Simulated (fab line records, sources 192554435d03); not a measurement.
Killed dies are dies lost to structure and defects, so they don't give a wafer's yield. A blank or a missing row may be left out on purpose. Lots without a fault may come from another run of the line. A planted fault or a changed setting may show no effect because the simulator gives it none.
Chamber matching | flow n5_finfet | N5_SD_EPI_N_ETCHBACK_44 on rie_diel-06: 4 sister chambers
The step etches SiNx in CH3F/O2, stops on SiO2, target depth 14.5 nm. 8 wafers are shown with their chamber, then 7 later ones without.

WAFERS WITH THEIR CHAMBER
wafer  | chamber | drypump_motor_current_A (A) | throttle_valve_pct (%)
L076.4 | 0       | 5.3                         | 16.52
L076.6 | 2       | 5.4                         | 16.46
L085.6 | 3       | 4.8                         | 15.76
L088.1 | 2       | 5.4                         | 16.50
L088.3 | 1       | 6.4                         | 15.85
L088.5 | 3       | 4.8                         | 15.77
L094.2 | 0       | 5.3                         | 16.60
L094.3 | 1       | 6.5                         | 15.87

WAFERS WITHOUT THEIR CHAMBER
wafer  | drypump_motor_current_A (A) | throttle_valve_pct (%)
L094.5 | 6.4                         | 15.87
L095.1 | 4.8                         | 15.79
L095.2 | 6.4                         | 15.89
L095.4 | 4.8                         | 15.77
L097.1 | 5.4                         | 16.14
L097.4 | 6.5                         | 15.89
L097.5 | 6.4                         | 15.90

WHICH CHAMBER EACH WENT THROUGH
wafer  | from the rows above | in truth
L094.5 | 1                   | 1
L095.1 | 3                   | 3
L095.2 | 1                   | 1
L095.4 | 3                   | 3
L097.1 | 2                   | 2
L097.4 | 1                   | 1
L097.5 | 1                   | 1
Placed correctly: 7 of 7. Can't be placed from these rows: 0. Placed wrongly: 0.
How it was worked out, from the rows above alone: a wafer's distance from a chamber is the root of the sum, over the readings, of the square of ((its reading less the chamber's mean) divided by the reading's scatter). The wafer belongs to the nearest chamber; if the next one is less than 2 further off, it can't be placed. A chamber's mean is the mean of its shown wafers. The scatter: the root of (the sum of the squares of (reading less its chamber's mean) over the shown wafers, divided by (wafers less chambers)).
